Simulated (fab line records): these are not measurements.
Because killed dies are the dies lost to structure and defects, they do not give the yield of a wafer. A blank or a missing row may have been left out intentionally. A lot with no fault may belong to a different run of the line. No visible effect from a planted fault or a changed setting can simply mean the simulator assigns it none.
Matching of chambers -- flow nandHarc -- 4 sister chambers for NHARC_A_CHANNEL_FILL_D2_ALD_25 on aldHk-01
The step deposits SiOx, target thk 60 nm, pulse time 10 s, ald cycles 600. 8 wafers are shown with their chamber, then 9 later ones without.

## WAFERS PAIRED WITH THEIR CHAMBERS
wafer,chamber,heaterPowerW (W),susceptorTempC (C)
L080.5,0,516,299.94
L081.4,1,465,299.96
L081.6,3,456,299.92
L083.1,1,468,300.28
L083.2,3,476,299.83
L086.1,2,550,299.87
L086.2,0,515,299.71
L086.5,2,545,300.05

## WAFERS WITH NO CHAMBER GIVEN
wafer,heaterPowerW (W),susceptorTempC (C)
L087.1,509,299.72
L087.4,464,299.77
L087.6,528,299.85
L089.2,449,300.31
L089.3,529,299.92
L089.5,438,300.03
L095.3,437,300.12
L095.4,523,299.99
L095.6,502,299.98

## THE CHAMBER EACH PASSED THROUGH
wafer,from the rows above,in truth
L087.1,0,0
L087.4,can't be placed: 3 or 1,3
L087.6,can't be placed: 0 or 2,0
L089.2,can't be placed: 1 or 3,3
L089.3,can't be placed: 0 or 2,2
L089.5,can't be placed: 1 or 3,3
L095.3,can't be placed: 1 or 3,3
L095.4,can't be placed: 0 or 2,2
L095.6,0,0
Placed correctly: 2 of 9. These rows do not allow placing 7 (true chamber among the candidates in 7). 0 placed wrongly.
How it was worked out, from the rows above alone: a wafer's distance from a chamber is the root of the sum, over the readings, of the square of ((its reading less the chamber's mean) divided by the reading's scatter). If the next closest chamber is less than 2 further off than the closest, the wafer can't be placed; otherwise it belongs to the closest. The mean given for a chamber averages the wafers shown for that chamber. The scatter: the root of (the sum of the squares of (reading less its chamber's mean) over the shown wafers, divided by (wafers less chambers)).
